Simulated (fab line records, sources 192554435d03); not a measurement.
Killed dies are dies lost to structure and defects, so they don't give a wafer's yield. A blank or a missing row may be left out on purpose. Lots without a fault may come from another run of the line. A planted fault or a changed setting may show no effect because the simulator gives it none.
Which tool did it? | flow n5_finfet | 24 lots, 72 wafers sampled, at 3 steps of a route of 1938

WHAT THE GAUGES READ, wafer by wafer
N5_BEOL_M1_OCD_MEAS_38. Usual: trench_depth_nm 55.3 nm, standard deviation 0.84.
lot  | measured     | on     | trench_depth_nm (nm) | flag
L074 | day 6 07:49  | ocd-02 | 55.8 54.7 54.9       |
L075 | day 6 14:08  | ocd-02 | 56.2 55.1 54.8       |
L076 | day 6 17:15  | ocd-01 | 56.0 55.6 55.8       |
L077 | day 6 21:47  | ocd-02 | 54.9 55.4 57.0       |
L078 | day 7 05:25  | ocd-01 | 56.7 56.3 57.1       |
L079 | day 7 08:29  | ocd-01 | 55.4 54.7 54.6       |
L080 | day 7 12:12  | ocd-01 | 54.0 54.5 56.1       |
L081 | day 8 07:20  | ocd-02 | 54.4 54.5 56.8       |
L082 | day 8 10:43  | ocd-01 | 54.2 53.8 55.0       |
L083 | day 8 14:10  | ocd-01 | 54.8 54.9 54.5       |
L084 | day 9 00:52  | ocd-02 | 54.9 55.6 55.8       |
L085 | day 9 07:02  | ocd-01 | 55.9 56.7 55.9       |
L086 | day 9 12:38  | ocd-02 | 55.5 55.5 56.1       |
L088 | day 9 18:41  | ocd-01 | 54.4 55.3 55.2       |
L087 | day 9 22:12  | ocd-02 | 54.8 54.4 53.7       |
L089 | day 10 02:13 | ocd-01 | 55.0 54.0 54.9       |
L090 | day 10 01:03 | ocd-02 | 55.3 55.0 55.8       |
L091 | day 10 07:53 | ocd-01 | 55.2 54.2 54.8       |
L092 | day 10 19:43 | ocd-01 | 57.0 55.8 56.3       |
L093 | day 10 22:49 | ocd-02 | 54.9 55.2 55.8       |
L094 | day 11 08:52 | ocd-02 | 55.9 55.9 56.5       |
L095 | day 11 10:53 | ocd-01 | 54.0 55.2 54.2       |
L096 | day 11 21:28 | ocd-01 | 55.6 54.4 54.7       |
L097 | day 12 00:43 | ocd-01 | 55.2 55.1 56.2       |

WHICH TOOL RAN EACH LOT (tool, then ch and the chambers of the sampled wafers, then the start)
lot  | N5_BEOL_M1_ETCH_77                 | N5_BEOL_M1_ETCH_41
L074 | rie_diel-01 ch 1,2,3, day 6 07:13  | rie_diel-02 ch 1,2,3, day 6 07:49 or earlier
L075 | rie_diel-03 ch 0,2,3, day 6 13:24  | rie_diel-03 ch 1,2, day 6 14:08 or earlier
L076 | rie_diel-02 ch 0,3, day 6 16:15    | rie_diel-01 ch 0,1, day 6 17:15 or earlier
L077 | rie_diel-02 ch 0,1,2, day 6 18:42  | rie_diel-03 ch 0,2,3, day 6 21:47 or earlier
L078 | rie_diel-02 ch 1,3, day 6 23:37    | rie_diel-01 ch 0,2, day 7 05:25 or earlier
L079 | rie_diel-02 ch 1,2,3, day 7 07:19  | rie_diel-02 ch 0,1,2, day 7 08:29 or earlier
L080 | rie_diel-03 ch 1,2, day 7 10:15    | rie_diel-03 ch 0,1,3, day 7 12:12 or earlier
L081 | rie_diel-02 ch 0,2,3, day 7 23:32  | rie_diel-03 ch 1,3, day 8 07:20 or earlier
L082 | rie_diel-02 ch 1,3, day 8 08:52    | rie_diel-02 ch 0,3, day 8 10:43 or earlier
L083 | rie_diel-03 ch 0,1, day 8 09:10    | rie_diel-02 ch 0,1, day 8 14:10 or earlier
L084 | rie_diel-02 ch 0,1,3, day 8 22:00  | rie_diel-01 ch 1,3, day 9 00:52 or earlier
L085 | rie_diel-01 ch 1,2,3, day 8 22:32  | rie_diel-01 ch 0,2,3, day 9 07:02 or earlier
L086 | rie_diel-01 ch 2,3, day 9 10:37    | rie_diel-01 ch 2,3, day 9 12:38 or earlier
L088 | rie_diel-01 ch 2,3, day 9 18:01    | rie_diel-02 ch 1,2,3, day 9 18:41 or earlier
L087 | rie_diel-02 ch 0,2,3, day 9 19:37  | rie_diel-02 ch 0,2,3, day 9 22:12 or earlier
L089 | rie_diel-01 ch 0,1,2, day 9 20:13  | rie_diel-02 ch 0,3, day 10 02:13 or earlier
L090 | rie_diel-01 ch 0,1,2, day 9 23:25  | rie_diel-01 ch 1,3, day 10 01:03 or earlier
L091 | rie_diel-03 ch 0,2,3, day 10 07:04 | rie_diel-02 ch 0,2,3, day 10 07:53 or earlier
L092 | rie_diel-02 ch 2,3, day 10 17:55   | rie_diel-01 ch 0,2, day 10 19:43 or earlier
L093 | rie_diel-02 ch 2,3, day 10 20:41   | rie_diel-02 ch 1,2,3, day 10 22:49 or earlier
L094 | rie_diel-02 ch 0,2,3, day 11 07:26 | rie_diel-01 ch 1,2,3, day 11 08:52 or earlier
L095 | rie_diel-02 ch 0,1,3, day 11 08:22 | rie_diel-02 ch 0,2,3, day 11 10:53 or earlier
L096 | rie_diel-02 ch 1,2, day 11 17:05   | rie_diel-03 ch 0,2,3, day 11 21:28 or earlier
L097 | rie_diel-01 ch 0,2, day 11 21:59   | rie_diel-03 ch 1,2,3, day 12 00:43 or earlier
- N5_BEOL_M1_ETCH_77: etches underlayer in N2/H2, target depth 6.5 nm, time 5.2 s.
- N5_BEOL_M1_ETCH_41: etches SiCN in CH3F/O2, target depth 31.9 nm, time 57.8 s.

WHAT THE TOOLS THEMSELVES READ (means of the sampled wafers that have a number; where no wafer has one, the mark that the record gives instead)
N5_BEOL_M1_ETCH_77. Usual: bias_w 150.0 W, standard deviation 0.46; drypump_motor_current_A 5.5 A, standard deviation 0.53; etch_rf_on_time_s 5.17 s, standard deviation 0.081; oes_product_au 0.68 a.u., standard deviation 0.072; rf_vpp_V 524.4 V, standard deviation 2.6; showerhead_plenum_p_Torr 2.57 Torr, standard deviation 0.08; throttle_valve_pct 17.78 %, standard deviation 0.22.
lot  | tool        | bias_w (W) | drypump_motor_current_A (A) | etch_rf_on_time_s (s) | oes_product_au (a.u.) | rf_vpp_V (V) | showerhead_plenum_p_Torr (Torr) | throttle_valve_pct (%) | flag
L074 | rie_diel-01 | 150.0      | 5.3                         | 5.07                  | 0.73                  | 524.1        | 2.54                            | 17.62                  |
L075 | rie_diel-03 | 150.3      | 5.9                         | 5.13                  | 0.80                  | 524.4        | 2.61                            | 17.54                  |
L076 | rie_diel-02 | 150.1      | 5.3                         | 5.27                  | 0.62                  | 526.4        | 2.63                            | 17.82                  |
L077 | rie_diel-02 | 149.7      | 5.6                         | 5.11                  | 0.66                  | 522.7        | 2.55                            | 17.88                  |
L078 | rie_diel-02 | 150.2      | 5.5                         | 5.24                  | 0.59                  | 523.2        | 2.54                            | 18.14                  |
L079 | rie_diel-02 | 149.8      | 5.3                         | 5.16                  | 0.63                  | 522.6        | 2.53                            | 18.01                  |
L080 | rie_diel-03 | 150.0      | 6.5                         | 5.26                  | 0.67                  | 527.4        | 2.66                            | 17.82                  |
L081 | rie_diel-02 | 150.2      | 5.4                         | 5.18                  | 0.64                  | 524.8        | 2.58                            | 17.79                  |
L082 | rie_diel-02 | 149.8      | 5.5                         | 5.26                  | 0.58                  | 523.2        | 2.54                            | 18.14                  |
L083 | rie_diel-03 | 150.0      | 6.3                         | 5.20                  | 0.68                  | 524.6        | 2.59                            | 17.69                  |
L084 | rie_diel-02 | 150.0      | 5.6                         | 5.21                  | 0.61                  | 524.2        | 2.59                            | 17.94                  |
L085 | rie_diel-01 | 150.0      | 5.4                         | 5.15                  | 0.71                  | 523.1        | 2.53                            | 17.65                  |
L086 | rie_diel-01 | 150.1      | 5.1                         | 5.07                  | 0.72                  | 521.8        | 2.50                            | 17.55                  |
L088 | rie_diel-01 | 149.8      | 5.1                         | 5.09                  | 0.72                  | 523.1        | 2.50                            | 17.55                  |
L087 | rie_diel-02 | 150.2      | 5.4                         | 5.20                  | 0.64                  | 524.7        | 2.57                            | 17.82                  |
L089 | rie_diel-01 | 150.2      | 5.5                         | 5.08                  | 0.69                  | 526.0        | 2.56                            | 17.71                  |
L090 | rie_diel-01 | 150.4      | 5.5                         | 5.08                  | 0.70                  | 524.2        | 2.56                            | 17.71                  |
L091 | rie_diel-03 | 150.2      | 5.9                         | 5.16                  | 0.75                  | 525.5        | 2.60                            | 17.59                  |
L092 | rie_diel-02 | 150.5      | 5.0                         | 5.18                  | 0.64                  | 523.7        | 2.51                            | 17.90                  |
L093 | rie_diel-02 | 149.9      | 5.0                         | 5.17                  | 0.64                  | 523.6        | 2.51                            | 17.89                  |
L094 | rie_diel-02 | 149.9      | 5.3                         | 5.20                  | 0.63                  | 524.9        | 2.57                            | 17.83                  |
L095 | rie_diel-02 | 150.3      | 5.6                         | 5.27                  | 0.68                  | 524.6        | 2.58                            | 17.81                  |
L096 | rie_diel-02 | 150.0      | 5.6                         | 5.18                  | 0.77                  | 522.0        | 2.48                            | 17.84                  |
L097 | rie_diel-01 | 150.0      | 5.2                         | 5.07                  | 0.69                  | 524.7        | 2.53                            | 17.64                  |

N5_BEOL_M1_ETCH_41. Usual: bias_w 75.00 W, standard deviation 0.21; drypump_motor_current_A 5.6 A, standard deviation 0.51; oes_product_au 0.80 a.u., standard deviation 0.084; rf_vpp_V 297.8 V, standard deviation 1.5; showerhead_plenum_p_Torr 2.02 Torr, standard deviation 0.06; throttle_valve_pct 16.25 %, standard deviation 0.26.
lot  | tool        | bias_w (W) | drypump_motor_current_A (A) | oes_product_au (a.u.) | rf_vpp_V (V) | showerhead_plenum_p_Torr (Torr) | throttle_valve_pct (%) | flag
L074 | rie_diel-02 | 74.98      | 5.2                         | 0.74                  | 297.3        | 2.00                            | 16.53                  |
L075 | rie_diel-03 | 74.94      | 6.5                         | 0.79                  | 299.4        | 2.09                            | 16.27                  |
L076 | rie_diel-01 | 74.94      | 5.7                         | 0.82                  | 297.7        | 2.05                            | 16.26                  |
L077 | rie_diel-03 | 75.07      | 5.9                         | 0.92                  | 298.7        | 2.05                            | 16.00                  |
L078 | rie_diel-01 | 75.06      | 5.5                         | 0.86                  | 298.3        | 2.07                            | 16.25                  |
L079 | rie_diel-02 | 74.94      | 5.7                         | 0.77                  | 297.7        | 2.00                            | 16.35                  |
L080 | rie_diel-03 | 75.01      | 6.0                         | 0.88                  | 296.7        | 2.02                            | 16.10                  |
L081 | rie_diel-03 | 75.10      | 6.2                         | 0.80                  | 298.0        | 2.05                            | 16.31                  |
L082 | rie_diel-02 | 75.24      | 5.3                         | 0.72                  | 298.1        | 2.06                            | 16.34                  |
L083 | rie_diel-02 | 74.66      | 5.9                         | 0.71                  | 297.2        | 2.01                            | 16.52                  |
L084 | rie_diel-01 | 75.06      | 5.6                         | 0.81                  | 296.7        | 2.02                            | 16.23                  |
L085 | rie_diel-01 | 75.12      | 5.4                         | 0.85                  | 299.5        | 2.03                            | 16.21                  |
L086 | rie_diel-01 | 74.99      | 5.1                         | 0.85                  | 296.1        | 1.97                            | 16.08                  |
L088 | rie_diel-02 | 74.88      | 5.3                         | 0.72                  | 296.4        | 1.99                            | 16.57                  |
L087 | rie_diel-02 | 75.00      | 5.4                         | 0.75                  | 297.4        | 2.02                            | 16.30                  |
L089 | rie_diel-02 | 74.78      | 5.3                         | 0.71                  | 299.3        | 2.06                            | 16.35                  |
L090 | rie_diel-01 | 75.03      | 5.6                         | 0.81                  | 298.1        | 2.01                            | 16.25                  |
L091 | rie_diel-02 | 75.17      | 5.3                         | 0.74                  | 298.2        | 2.02                            | 16.30                  |
L092 | rie_diel-01 | 74.99      | 5.5                         | 0.82                  | 298.6        | 2.06                            | 16.29                  |
L093 | rie_diel-02 | 74.97      | 5.3                         | 0.82                  | 297.0        | 1.99                            | 16.42                  |
L094 | rie_diel-01 | 75.19      | 5.4                         | 0.81                  | 296.4        | 1.99                            | 16.19                  |
L095 | rie_diel-02 | 74.81      | 5.4                         | 0.73                  | 297.6        | 2.02                            | 16.31                  |
L096 | rie_diel-03 | 75.04      | 5.9                         | 0.87                  | 298.2        | 2.03                            | 16.04                  |
L097 | rie_diel-03 | 75.02      | 6.2                         | 0.81                  | 298.8        | 2.06                            | 16.27                  |

THE ANSWER, worked out from the rows above alone
Rule: a lot is off if the mean of its wafers that have a number lies more than 3 standard deviations from the usual mean. A lot without any number at a reading at which 4 lots or more have one is off too. The other lots that the step has rows for count as sound. The gauges are gone through in route order, then the tools' own readings, and for those a lot's mean is taken as printed above. The first step at which some lot is off is used, and at that step the reading that is off furthest; a lot without a number counts as furthest.
No lot is off at any reading shown: from this, nothing can be told.

WHAT THE SIMULATOR HAD PUT IN
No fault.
